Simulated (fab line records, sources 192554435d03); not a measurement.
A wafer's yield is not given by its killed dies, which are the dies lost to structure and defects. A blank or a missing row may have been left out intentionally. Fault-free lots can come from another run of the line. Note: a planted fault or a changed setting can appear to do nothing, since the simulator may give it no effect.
Split-lot experiment / flow n5-finfet / route with 1938 steps; 7 lots, 21 wafers read

## SPLIT DETAILS
At N5_PASSIVATION_PASS_ETCH_47 (etches SiNx in CF4/O2, target depth 770 nm, time 385 s), the setting source-w was moved away from the recipe's 535 W on 8 of the 21 wafers read, by -14.3% to +17.4%. The other wafers ran this setting at the recipe's value.

The reading is taken at the split's own step.

## THE READING
rf-vpp-V, in V, at N5_PASSIVATION_PASS_ETCH_47 (etches SiNx in CF4/O2, target depth 770 nm, time 385 s). Fault-free wafers of this fab line usually give 241.3 V, standard deviation 2.2 V.

wafer=L076.1; tool, chamber at the split=rie-diel-06, 1; source-w as run, W=535; against the recipe=recipe; rf-vpp-V, V=241.7; against lot-mates on the recipe=-
wafer=L076.5; tool, chamber at the split=rie-diel-06, 3; source-w as run, W=614.6; against the recipe=+14.9%; rf-vpp-V, V=225.0; against lot-mates on the recipe=-17.8
wafer=L076.6; tool, chamber at the split=rie-diel-06, 2; source-w as run, W=535; against the recipe=recipe; rf-vpp-V, V=243.8; against lot-mates on the recipe=-
wafer=L080.1; tool, chamber at the split=rie-diel-03, 2; source-w as run, W=535; against the recipe=recipe; rf-vpp-V, V=238.8; against lot-mates on the recipe=-
wafer=L080.2; tool, chamber at the split=rie-diel-03, 3; source-w as run, W=535; against the recipe=recipe; rf-vpp-V, V=242.4; against lot-mates on the recipe=-
wafer=L080.6; tool, chamber at the split=rie-diel-03, 1; source-w as run, W=604.3; against the recipe=+13.0%; rf-vpp-V, V=230.0; against lot-mates on the recipe=-10.6
wafer=L086.3; tool, chamber at the split=rie-diel-05, 3; source-w as run, W=535; against the recipe=recipe; rf-vpp-V, V=240.5; against lot-mates on the recipe=-
wafer=L086.4; tool, chamber at the split=rie-diel-05, 3; source-w as run, W=494.8; against the recipe=-7.5%; rf-vpp-V, V=251.1; against lot-mates on the recipe=+11.3
wafer=L086.5; tool, chamber at the split=rie-diel-05, 0; source-w as run, W=535; against the recipe=recipe; rf-vpp-V, V=239.0; against lot-mates on the recipe=-
wafer=L091.1; tool, chamber at the split=rie-diel-06, 0; source-w as run, W=487.2; against the recipe=-8.9%; rf-vpp-V, V=257.0; against lot-mates on the recipe=+15.3
wafer=L091.3; tool, chamber at the split=rie-diel-06, 1; source-w as run, W=535; against the recipe=recipe; rf-vpp-V, V=241.1; against lot-mates on the recipe=-
wafer=L091.5; tool, chamber at the split=rie-diel-06, 1; source-w as run, W=535; against the recipe=recipe; rf-vpp-V, V=242.3; against lot-mates on the recipe=-
wafer=L093.1; tool, chamber at the split=rie-diel-03, 3; source-w as run, W=535; against the recipe=recipe; rf-vpp-V, V=239.8; against lot-mates on the recipe=-
wafer=L093.4; tool, chamber at the split=rie-diel-03, 0; source-w as run, W=535; against the recipe=recipe; rf-vpp-V, V=241.2; against lot-mates on the recipe=-
wafer=L093.5; tool, chamber at the split=rie-diel-03, 0; source-w as run, W=535; against the recipe=recipe; rf-vpp-V, V=240.1; against lot-mates on the recipe=-
wafer=L097.2; tool, chamber at the split=rie-diel-05, 1; source-w as run, W=628.3; against the recipe=+17.4%; rf-vpp-V, V=224.6; against lot-mates on the recipe=-18.1
wafer=L097.5; tool, chamber at the split=rie-diel-05, 0; source-w as run, W=628.3; against the recipe=+17.4%; rf-vpp-V, V=220.3; against lot-mates on the recipe=-22.4
wafer=L097.6; tool, chamber at the split=rie-diel-05, 1; source-w as run, W=535; against the recipe=recipe; rf-vpp-V, V=242.7; against lot-mates on the recipe=-
wafer=L096.1; tool, chamber at the split=rie-diel-03, 3; source-w as run, W=535; against the recipe=recipe; rf-vpp-V, V=240.5; against lot-mates on the recipe=-
wafer=L096.5; tool, chamber at the split=rie-diel-03, 2; source-w as run, W=458.4; against the recipe=-14.3%; rf-vpp-V, V=258.1; against lot-mates on the recipe=+17.6
wafer=L096.6; tool, chamber at the split=rie-diel-03, 3; source-w as run, W=458.4; against the recipe=-14.3%; rf-vpp-V, V=262.4; against lot-mates on the recipe=+21.9

THE FIT
A straight line over all 21 wafers: rf-vpp-V changes by -1.18 V for each +1% of source-w; r = -0.98; the points scatter about the line by 2.2 V.
The same after taking each lot's own level away (the mean of its wafers on the recipe; 21 wafers): -1.24 V for each +1%; r = -0.98; scatter 2 V.
Per that fit: largest source-w move, reading shift of 22 V.
Across the lots, their own levels run from 239.75 to 242.75 V, a range of 1.4 times the standard deviation given above.
The two slopes are in agreement: the lot-to-lot level therefore moves the slope only a little.
Check: -21.4 V against its lot-mates is what the line predicts for one of the wafers moved furthest among these (+17.4%) when that wafer is left out of the fit. Against them it came out at -18.1 V.
Tool readings at the split's step, against how far the setting was moved: rf-vpp-V r = -0.98.

## THE OTHER SPLITS THESE WAFERS WENT THROUGH
These wafers also went through other splits before the reading. Each is held against what the fit with the lots' levels taken away leaves over:
other split on the same wafers=N5_PASSIVATION_ETCH_15 bias-w; wafers away from the commonest value=8; r with rf-vpp-V (lot level and that fit taken away)=+0.18

## THE WHOLE CHAIN: every reading that the file lists as answering this split, in the file's order
step=N5_PASSIVATION_PASS_ETCH_47; what it does=etches SiNx in CF4/O2, target depth 770 nm, time 385 s; reading=rf-vpp-V; change (the file's fit)=-1.22 V for each +1% of the setting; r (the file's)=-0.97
step=N5_PASSIVATION_PASS_ETCH_47; what it does=etches SiNx in CF4/O2, target depth 770 nm, time 385 s; reading=etch.depth-nm (the simulator's own value, which no gauge read); change (the file's fit)=+6.48 nm for each +1% of the setting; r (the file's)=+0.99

## FILE'S OWN FIT
rf-vpp-V changes by -1.22 V for each +1% of source-w, r = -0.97.
